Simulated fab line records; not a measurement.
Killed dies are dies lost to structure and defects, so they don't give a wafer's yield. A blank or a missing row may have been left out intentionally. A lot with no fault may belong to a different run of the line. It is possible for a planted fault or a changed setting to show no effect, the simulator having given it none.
What tool caused it?	flow nand_harc	11 lots with 33 wafers sampled at 6 steps, on a route of 1302 steps

## WHAT EACH GAUGE READ, for each wafer
NHARC_P_GATE_CD_MEAS_91 targets a cd of 2000 nm. Usual: 1999.8 nm for cd_nm, sd 1.9.
lot	measured	on	cd_nm (nm)	flag
L167	day 6 04:31	cd_sem-01	1999.6 2001.5 2000.5	
L168	day 6 12:13	cd_sem-01	1997.7 2001.9 2000.9	
L169	day 6 20:47	cd_sem-02	1998.7 2003.9 2001.3	
L171	day 8 02:11	cd_sem-02	2001.9 2002.6 2000.4	
L172	day 8 06:25	cd_sem-02	1998.2 1997.3 1999.9	
L175	day 9 13:49	cd_sem-01	- - -	OFF
L177	day 10 07:16	cd_sem-03	2001.1 1998.3 2000.0	
L183	day 12 17:28	cd_sem-03	1998.6 1998.6 1998.9	
L185	day 13 14:52	cd_sem-03	1998.8 2000.6 2002.6	
L186	day 13 22:40	cd_sem-03	1998.3 2000.7 2001.4	
L189	day 15 07:56	cd_sem-02	2001.9 1998.9 2000.8	

NHARC_END_SORT_01. Usual: killed_at_array 46, standard deviation 16; killed_at_other 0.9, standard deviation 1.3; killed_at_periphery 4.1, standard deviation 3; killed_dies 51, standard deviation 17; killed_open 3.5, standard deviation 1.8; killed_short 2.5, standard deviation 1.8.
lot	measured	on	killed_at_array	killed_at_other	killed_at_periphery	killed_dies	killed_open	killed_short	flag
L167	day 24 20:01	prober-01	81 72 66	1 0 0	2 1 5	84 73 71	5 3 4	1 1 2	
L168	day 25 11:46	prober-02	43 37 35	0 0 8	3 4 3	46 41 46	4 5 6	4 4 2	
L169	day 25 04:01	prober-01	45 34 43	0 2 2	7 7 0	52 43 45	4 8 4	0 3 1	
L171	day 27 03:20	prober-02	34 63 42	1 1 0	5 2 0	40 66 42	4 1 2	1 3 1	
L172	day 27 12:36	prober-01	37 21 38	0 0 1	0 3 0	37 24 39	6 3 5	2 1 5	
L175	day 28 10:43	prober-01	61 75 56	0 1 0	616 601 621	677 677 677	7 0 5	2 6 2	OFF
L177	day 28 20:07	prober-02	37 42 37	0 0 1	0 2 1	37 44 39	5 4 8	0 4 1	
L183	day 31 22:11	prober-01	33 39 37	2 0 0	3 3 5	38 42 42	1 2 3	2 2 2	
L185	day 33 02:43	prober-01	40 36 43	0 0 0	5 3 2	45 39 45	7 1 3	2 2 2	
L186	day 32 18:41	prober-01	54 59 65	2 0 2	5 7 7	61 66 74	2 3 5	2 8 1	
L189	day 33 22:55	prober-01	36 51 50	2 0 0	5 1 3	43 52 53	0 2 5	7 1 4	

## WHAT TOOL EACH LOT RAN ON (gives the tool, then ch and the chambers of the sampled wafers, and finally the start)
lot	NHARC_P_GATE_ETCHBACK_37	NHARC_P_GATE_STRIP_112	NHARC_P_GATE_EXPOSE_88	NHARC_P_GATE_STRIP_113
L167	rie_diel-04 ch 0,1, day 6 03:26 or earlier	plasma_asher-02 ch 0,1, day 6 03:26	krf_scanner-02 ch 0, day 6 04:21	plasma_asher-01 ch 0,1, day 6 05:02
L168	rie_diel-11 ch 0,2,3, day 6 11:04 or earlier	plasma_asher-02 ch 0,1, day 6 11:04	krf_scanner-01 ch 0, day 6 12:04	plasma_asher-02 ch 0,1, day 6 12:44
L169	rie_diel-11 ch 0,2,3, day 6 19:39 or earlier	plasma_asher-02 ch 0, day 6 19:39	krf_scanner-02 ch 0, day 6 20:37	plasma_asher-01 ch 0,1, day 6 21:26
L171	rie_diel-12 ch 2,3, day 8 01:04 or earlier	plasma_asher-02 ch 0,1, day 8 01:04	krf_scanner-02 ch 0, day 8 02:01	plasma_asher-02 ch 0,1, day 8 02:57
L172	rie_diel-11 ch 0,2,3, day 8 05:14 or earlier	plasma_asher-02 ch 0,1, day 8 05:14	krf_scanner-04 ch 0, day 8 06:16	plasma_asher-02 ch 0,1, day 8 06:57
L175	rie_diel-11 ch 1,2,3, day 9 12:37 or earlier	plasma_asher-02 ch 0,1, day 9 12:37	krf_scanner-02 ch 0, day 9 13:39	plasma_asher-02 ch 0,1, day 9 14:20
L177	rie_diel-12 ch 1,2,3, day 10 06:07 or earlier	plasma_asher-02 ch 0,1, day 10 06:07	krf_scanner-01 ch 0, day 10 07:06	plasma_asher-01 ch 0,1, day 10 07:47
L183	rie_diel-04 ch 0,1,3, day 12 16:19 or earlier	plasma_asher-02 ch 0,1, day 12 16:19	krf_scanner-02 ch 0, day 12 17:19	plasma_asher-01 ch 0,1, day 12 17:59
L185	rie_diel-12 ch 0,1, day 13 13:41 or earlier	plasma_asher-01 ch 0,1, day 13 13:41	krf_scanner-02 ch 0, day 13 14:43	plasma_asher-01 ch 0,1, day 13 15:31
L186	rie_diel-04 ch 0,1, day 13 21:29 or earlier	plasma_asher-02 ch 0,1, day 13 21:29	krf_scanner-01 ch 0, day 13 22:31	plasma_asher-01 ch 0,1, day 13 23:19
L189	rie_diel-11 ch 0,1,2, day 15 06:44 or earlier	plasma_asher-02 ch 0,1, day 15 06:44	krf_scanner-02 ch 0, day 15 07:46	plasma_asher-02 ch 0,1, day 15 08:29
- NHARC_P_GATE_ETCHBACK_37: etches the open film in CHF3/O2, target depth 34.5 nm, time 17.2 s.
- NHARC_P_GATE_STRIP_112: strips in N2/H2, time 200 s.
- NHARC_P_GATE_EXPOSE_88: exposes mask P HVN, target cd 2000 nm.
- NHARC_P_GATE_STRIP_113: strips in N2/H2, time 740 s.

## WHAT THE TOOLS THEMSELVES READ (means of the sampled wafers that have a number; where no wafer has one, the mark that the record gives instead)
NHARC_P_GATE_ETCHBACK_37. Usual: chamber_pressure_mTorr 25.001 mTorr (standard deviation 0.022); drypump_motor_current_A 5.5 A (standard deviation 0.48); o2_flow_sccm 10.001 sccm (standard deviation 0.03); oes_product_au 0.95 a.u. (standard deviation 0.037); rf_vpp_V 370.6 V (standard deviation 2.4); showerhead_plenum_p_Torr 2.40 Torr (standard deviation 0.11); throttle_valve_pct 20.571 % (standard deviation 0.0092).
lot	tool	chamber_pressure_mTorr (mTorr)	drypump_motor_current_A (A)	o2_flow_sccm (sccm)	oes_product_au (a.u.)	rf_vpp_V (V)	showerhead_plenum_p_Torr (Torr)	throttle_valve_pct (%)	flag
L167	rie_diel-04	24.995	5.3	10.019	1.00	370.3	2.39	20.572	
L168	rie_diel-11	25.006	5.5	9.967	0.99	372.2	2.42	20.580	
L169	rie_diel-11	24.992	5.5	10.010	0.99	370.7	2.42	20.566	
L171	rie_diel-12	25.003	5.2	9.975	1.00	371.9	2.45	20.570	
L172	rie_diel-11	24.984	5.5	9.968	0.92	371.5	2.42	20.578	
L175	rie_diel-11	25.008	5.7	9.992	0.92	369.8	2.36	20.565	
L177	rie_diel-12	24.989	5.7	10.005	0.92	370.5	2.39	20.569	
L183	rie_diel-04	25.010	5.3	9.992	1.00	370.4	2.43	20.570	
L185	rie_diel-12	25.007	6.0	10.018	0.92	370.1	2.39	20.581	
L186	rie_diel-04	25.028	5.3	10.031	1.00	370.4	2.38	20.574	
L189	rie_diel-11	25.001	5.4	9.997	0.92	370.9	2.41	20.567	

NHARC_P_GATE_STRIP_112. Usual: drypump_motor_current_A 5.8 A, standard deviation 0.53; heater_power_w 94 W, standard deviation 6.3.
lot	tool	drypump_motor_current_A (A)	heater_power_w (W)	flag
L167	plasma_asher-02	6.3	98	
L168	plasma_asher-02	6.3	99	
L169	plasma_asher-02	6.5	97	
L171	plasma_asher-02	6.3	97	
L172	plasma_asher-02	6.3	98	
L175	plasma_asher-02	6.3	97	
L177	plasma_asher-02	6.0	99	
L183	plasma_asher-02	6.3	98	
L185	plasma_asher-01	5.3	85	
L186	plasma_asher-02	6.3	97	
L189	plasma_asher-02	6.0	98	

NHARC_P_GATE_EXPOSE_88. Usual: 22.97 C for reticle_temp_C, sd 0.1.
lot	tool	reticle_temp_C (C)	flag
L167	krf_scanner-02	23.01	
L168	krf_scanner-01	22.84	
L169	krf_scanner-02	23.01	
L171	krf_scanner-02	22.94	
L172	krf_scanner-04	22.97	
L175	krf_scanner-02	22.94	
L177	krf_scanner-01	22.97	
L183	krf_scanner-02	22.93	
L185	krf_scanner-02	22.97	
L186	krf_scanner-01	22.92	
L189	krf_scanner-02	22.98	

NHARC_P_GATE_STRIP_113. Usual: drypump_motor_current_A 5.7 A, standard deviation 0.55; heater_power_w 92 W, standard deviation 6.8.
lot	tool	drypump_motor_current_A (A)	heater_power_w (W)	flag
L167	plasma_asher-01	5.1	85	
L168	plasma_asher-02	6.3	96	
L169	plasma_asher-01	5.2	85	
L171	plasma_asher-02	6.0	99	
L172	plasma_asher-02	6.3	97	
L175	plasma_asher-02	6.3	97	
L177	plasma_asher-01	5.3	85	
L183	plasma_asher-01	5.1	87	
L185	plasma_asher-01	5.1	87	
L186	plasma_asher-01	5.3	84	
L189	plasma_asher-02	6.0	97	

## THE ANSWER, worked out from the rows above alone
Rule: take the mean of a lot's wafers that have a number; if it is more than 3 standard deviations from the usual mean, the lot is off. Also off: a lot with no number at a reading for which 4 or more lots have one. The other lots that the step has rows for count as sound. After the gauges, taken in route order, come the tools' own readings; for these a lot's mean is taken, as printed above. The first step at which some lot is off is used, and at that step the reading that is off furthest; a lot without a number counts as furthest.
Off at NHARC_P_GATE_CD_MEAS_91 (cd_nm): L175. Without a number there: L175.
A tool fits if, at a process step before that reading, it ran every lot that is off, and no sound lot after the first of them. Not tried: the gauges at NHARC_P_GATE_CD_MEAS_91; whatever is off there is also off at NHARC_END_SORT_01, on other tools, and gauge error can't account for it. NHARC_P_GATE_ETCHBACK_37: start missing for some lots; hours and lot order therefore follow NHARC_P_GATE_STRIP_112. None of those tried fits.

## WHAT WAS PUT IN BY THE SIMULATOR
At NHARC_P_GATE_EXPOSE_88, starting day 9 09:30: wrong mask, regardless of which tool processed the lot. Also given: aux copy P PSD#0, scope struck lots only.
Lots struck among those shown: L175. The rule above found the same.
